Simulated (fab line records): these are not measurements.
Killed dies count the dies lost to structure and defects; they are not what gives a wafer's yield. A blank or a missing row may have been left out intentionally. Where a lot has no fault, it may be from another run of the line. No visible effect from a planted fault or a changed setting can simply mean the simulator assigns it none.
Which tool did it? / flow nandHarc / 24 lots with 72 wafers sampled at 5 steps, on a route of 1302 steps

== WHAT THE GAUGES READ, wafer by wafer ==
NHARC_P_STI_OCD_MEAS_17. Usual: trenchDepthNm 302 nm, standard deviation 5; trenchFootCdNm 158.1 nm, standard deviation 2.3.
lot=L074; measured=day 2 22:37; on=ocd-01; trenchDepthNm (nm)=299 299 293; trenchFootCdNm (nm)=156.3 155.0 160.3; flag=
lot=L075; measured=day 3 09:19; on=ocd-02; trenchDepthNm (nm)=305 313 310; trenchFootCdNm (nm)=159.1 156.6 156.9; flag=
lot=L076; measured=day 3 17:19; on=ocd-02; trenchDepthNm (nm)=304 307 309; trenchFootCdNm (nm)=156.7 156.4 159.2; flag=
lot=L077; measured=day 4 04:39; on=ocd-02; trenchDepthNm (nm)=295 304 305; trenchFootCdNm (nm)=159.8 158.0 156.1; flag=
lot=L078; measured=day 4 13:23; on=ocd-01; trenchDepthNm (nm)=298 299 310; trenchFootCdNm (nm)=158.6 160.3 157.5; flag=
lot=L079; measured=day 5 00:04; on=ocd-01; trenchDepthNm (nm)=298 303 300; trenchFootCdNm (nm)=158.1 159.1 160.2; flag=
lot=L080; measured=day 5 08:41; on=ocd-01; trenchDepthNm (nm)=301 303 299; trenchFootCdNm (nm)=159.5 156.8 161.5; flag=
lot=L081; measured=day 5 20:05; on=ocd-02; trenchDepthNm (nm)=302 303 298; trenchFootCdNm (nm)=159.4 157.4 155.6; flag=
lot=L082; measured=day 6 03:35; on=ocd-01; trenchDepthNm (nm)=299 307 307; trenchFootCdNm (nm)=158.6 155.0 157.1; flag=
lot=L083; measured=day 6 14:34; on=ocd-01; trenchDepthNm (nm)=296 308 301; trenchFootCdNm (nm)=156.4 155.0 154.6; flag=
lot=L084; measured=day 7 00:34; on=ocd-02; trenchDepthNm (nm)=297 302 296; trenchFootCdNm (nm)=157.4 156.7 155.2; flag=
lot=L085; measured=day 7 11:12; on=ocd-01; trenchDepthNm (nm)=296 306 305; trenchFootCdNm (nm)=161.4 162.2 156.3; flag=
lot=L086; measured=day 7 19:37; on=ocd-02; trenchDepthNm (nm)=296 300 303; trenchFootCdNm (nm)=159.3 157.1 158.6; flag=
lot=L087; measured=day 8 07:42; on=ocd-02; trenchDepthNm (nm)=307 303 305; trenchFootCdNm (nm)=153.7 156.5 153.8; flag=
lot=L088; measured=day 8 15:49; on=ocd-02; trenchDepthNm (nm)=294 300 300; trenchFootCdNm (nm)=162.4 162.4 160.1; flag=
lot=L089; measured=day 9 03:47; on=ocd-02; trenchDepthNm (nm)=292 301 303; trenchFootCdNm (nm)=161.3 159.4 156.9; flag=
lot=L090; measured=day 9 15:09; on=ocd-01; trenchDepthNm (nm)=303 312 306; trenchFootCdNm (nm)=155.8 160.0 165.1; flag=
lot=L091; measured=day 9 22:49; on=ocd-02; trenchDepthNm (nm)=297 305 305; trenchFootCdNm (nm)=160.5 160.2 159.4; flag=
lot=L092; measured=day 10 10:07; on=ocd-02; trenchDepthNm (nm)=298 309 300; trenchFootCdNm (nm)=159.9 157.2 158.8; flag=
lot=L093; measured=day 10 21:34; on=ocd-02; trenchDepthNm (nm)=304 309 304; trenchFootCdNm (nm)=154.5 155.3 158.7; flag=
lot=L094; measured=day 11 06:14; on=ocd-02; trenchDepthNm (nm)=293 306 295; trenchFootCdNm (nm)=158.3 156.6 159.8; flag=
lot=L095; measured=day 11 13:28; on=ocd-01; trenchDepthNm (nm)=302 307 297; trenchFootCdNm (nm)=158.7 156.2 156.9; flag=
lot=L096; measured=day 11 23:56; on=ocd-02; trenchDepthNm (nm)=294 301 302; trenchFootCdNm (nm)=159.6 160.0 156.3; flag=
lot=L097; measured=day 12 09:38; on=ocd-01; trenchDepthNm (nm)=303 300 301; trenchFootCdNm (nm)=158.3 155.0 157.0; flag=

NHARC_P_GATE_CD_MEAS_11: the cd target is 1640 nm. Usual: 1639.5 nm for cdNm, sd 1.4.
lot=L074; measured=day 4 10:15; on=cdSem-01; cdNm (nm)=1640.9 1641.0 1641.6; flag=
lot=L075; measured=day 4 20:25; on=cdSem-02; cdNm (nm)=1640.9 1639.9 1641.0; flag=
lot=L076; measured=day 5 03:29; on=cdSem-03; cdNm (nm)=1640.3 1640.1 1640.2; flag=
lot=L077; measured=day 5 18:31; on=cdSem-03; cdNm (nm)=1640.1 1641.2 1642.3; flag=
lot=L078; measured=day 5 22:07; on=cdSem-01; cdNm (nm)=1636.8 1638.7 1640.8; flag=
lot=L079; measured=day 6 10:58; on=cdSem-02; cdNm (nm)=1640.5 1637.2 1640.6; flag=
lot=L080; measured=day 6 21:07; on=cdSem-03; cdNm (nm)=1639.4 1639.8 1639.4; flag=
lot=L081; measured=day 7 09:58; on=cdSem-02; cdNm (nm)=1638.8 1638.3 1638.5; flag=
lot=L082; measured=day 7 20:55; on=cdSem-03; cdNm (nm)=1637.2 1639.9 1636.5; flag=
lot=L083; measured=day 8 00:07; on=cdSem-03; cdNm (nm)=1639.0 1642.3 1640.2; flag=
lot=L084; measured=day 8 16:19; on=cdSem-01; cdNm (nm)=1639.2 1639.0 1641.0; flag=
lot=L085; measured=day 8 22:02; on=cdSem-01; cdNm (nm)=1638.0 1639.0 1638.4; flag=
lot=L086; measured=day 9 04:48; on=cdSem-02; cdNm (nm)=1639.8 1639.8 1639.8; flag=
lot=L087; measured=day 9 19:55; on=cdSem-02; cdNm (nm)=1638.2 1637.6 1638.7; flag=
lot=L088; measured=day 10 12:29; on=cdSem-02; cdNm (nm)=1639.8 1635.9 1640.0; flag=
lot=L089; measured=day 10 12:38; on=cdSem-01; cdNm (nm)=1638.9 1639.7 1639.7; flag=
lot=L090; measured=day 11 08:59; on=cdSem-01; cdNm (nm)=1639.1 1641.6 1640.1; flag=
lot=L091; measured=day 11 12:58; on=cdSem-01; cdNm (nm)=1639.5 1639.1 1638.9; flag=
lot=L092; measured=day 12 04:12; on=cdSem-02; cdNm (nm)=1638.7 1639.0 1640.1; flag=
lot=L093; measured=day 12 10:34; on=cdSem-02; cdNm (nm)=1638.7 1639.4 1639.7; flag=
lot=L094; measured=day 12 18:22; on=cdSem-03; cdNm (nm)=1642.6 1639.8 1641.4; flag=
lot=L095; measured=day 13 00:13; on=cdSem-02; cdNm (nm)=1638.4 1641.8 1639.1; flag=
lot=L096; measured=day 13 14:27; on=cdSem-02; cdNm (nm)=1638.0 1640.2 1638.7; flag=
lot=L097; measured=day 13 22:11; on=cdSem-01; cdNm (nm)=1636.8 1638.9 1639.8; flag=

NHARC_P_GATE_INSPECT_28. Usual: 7 for rawDefectCount, sd 3.
lot=L074; measured=day 5 00:33; on=defectInspect-01; rawDefectCount=6 6 4; flag=
lot=L075; measured=day 5 15:15; on=defectInspect-01; rawDefectCount=7 8 3; flag=
lot=L076; measured=day 5 19:47; on=defectInspect-01; rawDefectCount=5 1 8; flag=
lot=L077; measured=day 6 08:49; on=defectInspect-01; rawDefectCount=7 9 6; flag=
lot=L078; measured=day 6 12:10; on=defectInspect-02; rawDefectCount=7 8 3; flag=
lot=L079; measured=day 7 00:54; on=defectInspect-01; rawDefectCount=7 4 9; flag=
lot=L080; measured=day 7 10:58; on=defectInspect-01; rawDefectCount=6 8 5; flag=
lot=L081; measured=day 8 02:34; on=defectInspect-01; rawDefectCount=10 10 6; flag=
lot=L082; measured=day 8 10:52; on=defectInspect-02; rawDefectCount=7 3 12; flag=
lot=L083; measured=day 8 14:29; on=defectInspect-01; rawDefectCount=5 12 3; flag=
lot=L084; measured=day 9 13:02; on=defectInspect-01; rawDefectCount=8 8 12; flag=
lot=L085; measured=day 9 15:31; on=defectInspect-02; rawDefectCount=5 6 6; flag=
lot=L086; measured=day 9 22:27; on=defectInspect-02; rawDefectCount=3 2 7; flag=
lot=L087; measured=day 10 14:19; on=defectInspect-02; rawDefectCount=10 8 10; flag=
lot=L088; measured=day 11 04:46; on=defectInspect-01; rawDefectCount=5 2 6; flag=
lot=L089; measured=day 11 05:02; on=defectInspect-02; rawDefectCount=5 9 5; flag=
lot=L090; measured=day 11 23:22; on=defectInspect-02; rawDefectCount=9 8 17; flag=
lot=L091; measured=day 12 03:25; on=defectInspect-01; rawDefectCount=9 6 7; flag=
lot=L092; measured=day 12 23:20; on=defectInspect-01; rawDefectCount=11 13 12; flag=
lot=L093; measured=day 13 03:51; on=defectInspect-02; rawDefectCount=6 4 7; flag=
lot=L094; measured=day 13 09:43; on=defectInspect-01; rawDefectCount=5 6 7; flag=
lot=L095; measured=day 13 14:20; on=defectInspect-01; rawDefectCount=5 7 3; flag=
lot=L096; measured=day 14 04:50; on=defectInspect-01; rawDefectCount=2 4 3; flag=
lot=L097; measured=day 14 14:52; on=defectInspect-01; rawDefectCount=6 4 4; flag=

== WHICH TOOL RAN EACH LOT (tool, then ch and the chambers of the sampled wafers, then the start) ==
lot=L074; NHARC_P_ZERO_WELL_DESCUM_26=rieDiel-13 ch 0,1,2, day 1 22:38; NHARC_P_STI_ETCH_15=rieSi-05 ch 2,3, day 2 22:22
lot=L075; NHARC_P_ZERO_WELL_DESCUM_26=rieDiel-08 ch 0,1, day 2 08:47; NHARC_P_STI_ETCH_15=rieSi-01 ch 0,1,2, day 3 09:04
lot=L076; NHARC_P_ZERO_WELL_DESCUM_26=rieDiel-13 ch 2,3, day 2 18:45; NHARC_P_STI_ETCH_15=rieSi-01 ch 1,2,3, day 3 17:04
lot=L077; NHARC_P_ZERO_WELL_DESCUM_26=rieDiel-08 ch 2,3, day 3 05:14; NHARC_P_STI_ETCH_15=rieSi-05 ch 0,2, day 4 04:24
lot=L078; NHARC_P_ZERO_WELL_DESCUM_26=rieDiel-08 ch 0,2,3, day 3 15:00; NHARC_P_STI_ETCH_15=rieSi-03 ch 0,1,3, day 4 13:08
lot=L079; NHARC_P_ZERO_WELL_DESCUM_26=rieDiel-08 ch 2,3, day 4 00:45; NHARC_P_STI_ETCH_15=rieSi-05 ch 1,2,3, day 4 23:49
lot=L080; NHARC_P_ZERO_WELL_DESCUM_26=rieDiel-04 ch 0,3, day 4 10:55; NHARC_P_STI_ETCH_15=rieSi-03 ch 0,1, day 5 08:27
lot=L081; NHARC_P_ZERO_WELL_DESCUM_26=rieDiel-13 ch 1,2, day 4 20:38; NHARC_P_STI_ETCH_15=rieSi-03 ch 1,2, day 5 19:50
lot=L082; NHARC_P_ZERO_WELL_DESCUM_26=rieDiel-13 ch 1,2,3, day 5 06:38; NHARC_P_STI_ETCH_15=rieSi-03 ch 2,3, day 6 03:20
lot=L083; NHARC_P_ZERO_WELL_DESCUM_26=rieDiel-13 ch 0,1,3, day 5 16:37; NHARC_P_STI_ETCH_15=rieSi-03 ch 1,2,3, day 6 14:20
lot=L084; NHARC_P_ZERO_WELL_DESCUM_26=rieDiel-13 ch 0,2, day 6 02:45; NHARC_P_STI_ETCH_15=rieSi-05 ch 0,1,3, day 7 00:20
lot=L085; NHARC_P_ZERO_WELL_DESCUM_26=rieDiel-04 ch 1,3, day 6 12:44; NHARC_P_STI_ETCH_15=rieSi-03 ch 1,3, day 7 10:57
lot=L086; NHARC_P_ZERO_WELL_DESCUM_26=rieDiel-13 ch 1,2,3, day 6 22:55; NHARC_P_STI_ETCH_15=rieSi-03 ch 0,1,2, day 7 19:25
lot=L087; NHARC_P_ZERO_WELL_DESCUM_26=rieDiel-04 ch 1,2,3, day 7 09:16; NHARC_P_STI_ETCH_15=rieSi-01 ch 1,2,3, day 8 07:29
lot=L088; NHARC_P_ZERO_WELL_DESCUM_26=rieDiel-08 ch 0,1,2, day 7 18:45; NHARC_P_STI_ETCH_15=rieSi-05 ch 0,2,3, day 8 15:34
lot=L089; NHARC_P_ZERO_WELL_DESCUM_26=rieDiel-04 ch 0,1, day 8 04:55; NHARC_P_STI_ETCH_15=rieSi-05 ch 0,2,3, day 9 03:32
lot=L090; NHARC_P_ZERO_WELL_DESCUM_26=rieDiel-08 ch 0,1, day 8 14:38; NHARC_P_STI_ETCH_15=rieSi-01 ch 1,2, day 9 14:54
lot=L091; NHARC_P_ZERO_WELL_DESCUM_26=rieDiel-04 ch 0,1,3, day 9 00:37; NHARC_P_STI_ETCH_15=rieSi-05 ch 0,1,2, day 9 22:34
lot=L092; NHARC_P_ZERO_WELL_DESCUM_26=rieDiel-08 ch 1,2, day 9 10:45; NHARC_P_STI_ETCH_15=rieSi-01 ch 2,3, day 10 09:52
lot=L093; NHARC_P_ZERO_WELL_DESCUM_26=rieDiel-13 ch 0,1,2, day 9 21:03; NHARC_P_STI_ETCH_15=rieSi-01 ch 0,1, day 10 21:19
lot=L094; NHARC_P_ZERO_WELL_DESCUM_26=rieDiel-08 ch 0,2,3, day 10 06:47; NHARC_P_STI_ETCH_15=rieSi-05 ch 0,1, day 11 05:59
lot=L095; NHARC_P_ZERO_WELL_DESCUM_26=rieDiel-08 ch 1,2,3, day 10 16:44; NHARC_P_STI_ETCH_15=rieSi-05 ch 1,2,3, day 11 13:13
lot=L096; NHARC_P_ZERO_WELL_DESCUM_26=rieDiel-08 ch 1,2, day 11 02:38; NHARC_P_STI_ETCH_15=rieSi-05 ch 0,2, day 11 23:40
lot=L097; NHARC_P_ZERO_WELL_DESCUM_26=rieDiel-08 ch 0,1,3, day 11 12:29; NHARC_P_STI_ETCH_15=rieSi-03 ch 0,2,3, day 12 09:24
- NHARC_P_ZERO_WELL_DESCUM_26: chemistry O2, time 3 s.
- NHARC_P_STI_ETCH_15: etches the open film in HBr/Cl2, target depth 300 nm, time 100.1 s.

== WHAT THE TOOLS THEMSELVES READ (means of the sampled wafers that have a number; where no wafer has one, the mark that the record gives instead) ==
NHARC_P_ZERO_WELL_DESCUM_26. Usual: drypumpMotorCurrentA 5.8 A, standard deviation 0.41; oesProductAu 1.000 a.u., standard deviation 0.0088; rfVppV 57.8 V, standard deviation 0.94; showerheadPlenumPTorr 1.90 Torr, standard deviation 0.07; throttleValvePct 11.311 %, standard deviation 0.0085.
lot=L074; tool=rieDiel-13; drypumpMotorCurrentA (A)=5.8; oesProductAu (a.u.)=1.001; rfVppV (V)=58.0; showerheadPlenumPTorr (Torr)=1.89; throttleValvePct (%)=11.310; flag=
lot=L075; tool=rieDiel-08; drypumpMotorCurrentA (A)=5.8; oesProductAu (a.u.)=0.998; rfVppV (V)=57.7; showerheadPlenumPTorr (Torr)=1.94; throttleValvePct (%)=11.305; flag=
lot=L076; tool=rieDiel-13; drypumpMotorCurrentA (A)=6.3; oesProductAu (a.u.)=1.000; rfVppV (V)=57.5; showerheadPlenumPTorr (Torr)=1.87; throttleValvePct (%)=11.303; flag=
lot=L077; tool=rieDiel-08; drypumpMotorCurrentA (A)=5.5; oesProductAu (a.u.)=1.015; rfVppV (V)=58.0; showerheadPlenumPTorr (Torr)=1.90; throttleValvePct (%)=11.308; flag=
lot=L078; tool=rieDiel-08; drypumpMotorCurrentA (A)=5.5; oesProductAu (a.u.)=1.006; rfVppV (V)=57.6; showerheadPlenumPTorr (Torr)=1.93; throttleValvePct (%)=11.313; flag=
lot=L079; tool=rieDiel-08; drypumpMotorCurrentA (A)=5.4; oesProductAu (a.u.)=1.005; rfVppV (V)=59.0; showerheadPlenumPTorr (Torr)=1.92; throttleValvePct (%)=11.312; flag=
lot=L080; tool=rieDiel-04; drypumpMotorCurrentA (A)=6.1; oesProductAu (a.u.)=0.992; rfVppV (V)=58.4; showerheadPlenumPTorr (Torr)=1.97; throttleValvePct (%)=11.310; flag=
lot=L081; tool=rieDiel-13; drypumpMotorCurrentA (A)=5.8; oesProductAu (a.u.)=1.008; rfVppV (V)=56.9; showerheadPlenumPTorr (Torr)=1.90; throttleValvePct (%)=11.310; flag=
lot=L082; tool=rieDiel-13; drypumpMotorCurrentA (A)=6.0; oesProductAu (a.u.)=1.003; rfVppV (V)=57.5; showerheadPlenumPTorr (Torr)=1.86; throttleValvePct (%)=11.311; flag=
lot=L083; tool=rieDiel-13; drypumpMotorCurrentA (A)=6.0; oesProductAu (a.u.)=0.993; rfVppV (V)=57.8; showerheadPlenumPTorr (Torr)=1.83; throttleValvePct (%)=11.308; flag=
lot=L084; tool=rieDiel-13; drypumpMotorCurrentA (A)=5.9; oesProductAu (a.u.)=1.000; rfVppV (V)=57.5; showerheadPlenumPTorr (Torr)=1.90; throttleValvePct (%)=11.320; flag=
lot=L085; tool=rieDiel-04; drypumpMotorCurrentA (A)=5.3; oesProductAu (a.u.)=0.996; rfVppV (V)=58.5; showerheadPlenumPTorr (Torr)=1.99; throttleValvePct (%)=11.307; flag=
lot=L086; tool=rieDiel-13; drypumpMotorCurrentA (A)=6.0; oesProductAu (a.u.)=0.999; rfVppV (V)=57.4; showerheadPlenumPTorr (Torr)=1.86; throttleValvePct (%)=11.314; flag=
lot=L087; tool=rieDiel-04; drypumpMotorCurrentA (A)=5.7; oesProductAu (a.u.)=0.994; rfVppV (V)=59.0; showerheadPlenumPTorr (Torr)=1.90; throttleValvePct (%)=11.302; flag=
lot=L088; tool=rieDiel-08; drypumpMotorCurrentA (A)=5.6; oesProductAu (a.u.)=0.987; rfVppV (V)=58.6; showerheadPlenumPTorr (Torr)=1.94; throttleValvePct (%)=11.313; flag=
lot=L089; tool=rieDiel-04; drypumpMotorCurrentA (A)=5.2; oesProductAu (a.u.)=0.990; rfVppV (V)=58.6; showerheadPlenumPTorr (Torr)=2.03; throttleValvePct (%)=11.312; flag=
lot=L090; tool=rieDiel-08; drypumpMotorCurrentA (A)=5.7; oesProductAu (a.u.)=0.989; rfVppV (V)=58.8; showerheadPlenumPTorr (Torr)=1.94; throttleValvePct (%)=11.309; flag=
lot=L091; tool=rieDiel-04; drypumpMotorCurrentA (A)=5.8; oesProductAu (a.u.)=1.000; rfVppV (V)=57.8; showerheadPlenumPTorr (Torr)=1.97; throttleValvePct (%)=11.303; flag=
lot=L092; tool=rieDiel-08; drypumpMotorCurrentA (A)=5.6; oesProductAu (a.u.)=1.010; rfVppV (V)=58.2; showerheadPlenumPTorr (Torr)=1.92; throttleValvePct (%)=11.314; flag=
lot=L093; tool=rieDiel-13; drypumpMotorCurrentA (A)=5.8; oesProductAu (a.u.)=1.006; rfVppV (V)=57.8; showerheadPlenumPTorr (Torr)=1.87; throttleValvePct (%)=11.310; flag=
lot=L094; tool=rieDiel-08; drypumpMotorCurrentA (A)=5.5; oesProductAu (a.u.)=0.998; rfVppV (V)=58.1; showerheadPlenumPTorr (Torr)=1.91; throttleValvePct (%)=11.316; flag=
lot=L095; tool=rieDiel-08; drypumpMotorCurrentA (A)=5.6; oesProductAu (a.u.)=0.998; rfVppV (V)=57.4; showerheadPlenumPTorr (Torr)=1.90; throttleValvePct (%)=11.317; flag=
lot=L096; tool=rieDiel-08; drypumpMotorCurrentA (A)=5.7; oesProductAu (a.u.)=1.004; rfVppV (V)=57.8; showerheadPlenumPTorr (Torr)=1.92; throttleValvePct (%)=11.313; flag=
lot=L097; tool=rieDiel-08; drypumpMotorCurrentA (A)=5.6; oesProductAu (a.u.)=1.006; rfVppV (V)=58.3; showerheadPlenumPTorr (Torr)=1.90; throttleValvePct (%)=11.314; flag=

NHARC_P_STI_ETCH_15. Usual: drypumpMotorCurrentA 5.8 A, standard deviation 0.32; mfcCl2Sccm 50.00 sccm, standard deviation 0.15; oesProductAu 1.003 a.u., standard deviation 0.012; throttleValvePct 26.405 %, standard deviation 0.0092.
lot=L074; tool=rieSi-05; drypumpMotorCurrentA (A)=5.5; mfcCl2Sccm (sccm)=49.99; oesProductAu (a.u.)=0.988; throttleValvePct (%)=26.408; flag=
lot=L075; tool=rieSi-01; drypumpMotorCurrentA (A)=5.9; mfcCl2Sccm (sccm)=49.94; oesProductAu (a.u.)=1.020; throttleValvePct (%)=26.408; flag=
lot=L076; tool=rieSi-01; drypumpMotorCurrentA (A)=5.9; mfcCl2Sccm (sccm)=50.13; oesProductAu (a.u.)=1.016; throttleValvePct (%)=26.412; flag=
lot=L077; tool=rieSi-05; drypumpMotorCurrentA (A)=5.5; mfcCl2Sccm (sccm)=50.08; oesProductAu (a.u.)=1.002; throttleValvePct (%)=26.407; flag=
lot=L078; tool=rieSi-03; drypumpMotorCurrentA (A)=5.9; mfcCl2Sccm (sccm)=49.95; oesProductAu (a.u.)=1.008; throttleValvePct (%)=26.410; flag=
lot=L079; tool=rieSi-05; drypumpMotorCurrentA (A)=5.6; mfcCl2Sccm (sccm)=50.01; oesProductAu (a.u.)=1.003; throttleValvePct (%)=26.397; flag=
lot=L080; tool=rieSi-03; drypumpMotorCurrentA (A)=6.1; mfcCl2Sccm (sccm)=49.89; oesProductAu (a.u.)=0.999; throttleValvePct (%)=26.402; flag=
lot=L081; tool=rieSi-03; drypumpMotorCurrentA (A)=6.0; mfcCl2Sccm (sccm)=50.01; oesProductAu (a.u.)=0.998; throttleValvePct (%)=26.414; flag=
lot=L082; tool=rieSi-03; drypumpMotorCurrentA (A)=5.6; mfcCl2Sccm (sccm)=49.94; oesProductAu (a.u.)=1.006; throttleValvePct (%)=26.397; flag=
lot=L083; tool=rieSi-03; drypumpMotorCurrentA (A)=5.8; mfcCl2Sccm (sccm)=50.01; oesProductAu (a.u.)=1.000; throttleValvePct (%)=26.406; flag=
lot=L084; tool=rieSi-05; drypumpMotorCurrentA (A)=5.5; mfcCl2Sccm (sccm)=50.07; oesProductAu (a.u.)=0.993; throttleValvePct (%)=26.410; flag=
lot=L085; tool=rieSi-03; drypumpMotorCurrentA (A)=5.6; mfcCl2Sccm (sccm)=50.15; oesProductAu (a.u.)=1.003; throttleValvePct (%)=26.402; flag=
lot=L086; tool=rieSi-03; drypumpMotorCurrentA (A)=6.1; mfcCl2Sccm (sccm)=49.93; oesProductAu (a.u.)=0.996; throttleValvePct (%)=26.415; flag=
lot=L087; tool=rieSi-01; drypumpMotorCurrentA (A)=5.9; mfcCl2Sccm (sccm)=50.12; oesProductAu (a.u.)=1.006; throttleValvePct (%)=26.410; flag=
lot=L088; tool=rieSi-05; drypumpMotorCurrentA (A)=5.5; mfcCl2Sccm (sccm)=50.22; oesProductAu (a.u.)=0.995; throttleValvePct (%)=26.396; flag=
lot=L089; tool=rieSi-05; drypumpMotorCurrentA (A)=5.5; mfcCl2Sccm (sccm)=49.95; oesProductAu (a.u.)=0.994; throttleValvePct (%)=26.404; flag=
lot=L090; tool=rieSi-01; drypumpMotorCurrentA (A)=6.1; mfcCl2Sccm (sccm)=50.09; oesProductAu (a.u.)=1.019; throttleValvePct (%)=26.404; flag=
lot=L091; tool=rieSi-05; drypumpMotorCurrentA (A)=5.6; mfcCl2Sccm (sccm)=49.93; oesProductAu (a.u.)=1.007; throttleValvePct (%)=26.414; flag=
lot=L092; tool=rieSi-01; drypumpMotorCurrentA (A)=5.8; mfcCl2Sccm (sccm)=49.97; oesProductAu (a.u.)=1.004; throttleValvePct (%)=26.409; flag=
lot=L093; tool=rieSi-01; drypumpMotorCurrentA (A)=5.9; mfcCl2Sccm (sccm)=50.00; oesProductAu (a.u.)=1.015; throttleValvePct (%)=26.408; flag=
lot=L094; tool=rieSi-05; drypumpMotorCurrentA (A)=5.5; mfcCl2Sccm (sccm)=50.03; oesProductAu (a.u.)=0.990; throttleValvePct (%)=26.406; flag=
lot=L095; tool=rieSi-05; drypumpMotorCurrentA (A)=5.6; mfcCl2Sccm (sccm)=49.98; oesProductAu (a.u.)=1.003; throttleValvePct (%)=26.406; flag=
lot=L096; tool=rieSi-05; drypumpMotorCurrentA (A)=5.7; mfcCl2Sccm (sccm)=50.10; oesProductAu (a.u.)=0.999; throttleValvePct (%)=26.402; flag=
lot=L097; tool=rieSi-03; drypumpMotorCurrentA (A)=5.9; mfcCl2Sccm (sccm)=50.02; oesProductAu (a.u.)=1.001; throttleValvePct (%)=26.405; flag=

== THE ANSWER, worked out from the rows above alone ==
Rule: a lot counts as off when the mean over its wafers that have a number is more than 3 standard deviations away from the usual mean. Also off: a lot with no number at a reading for which 4 or more lots have one. Where the step has rows for the other lots, those lots are counted as sound. After the gauges, taken in route order, come the tools' own readings; for these a lot's mean is taken, as printed above. The first step at which some lot is off is used, and at that step the reading that is off furthest; a lot without a number counts as furthest.
Nothing can be told from this: no lot is off at any reading shown.

== WHAT THE SIMULATOR HAD PUT IN ==
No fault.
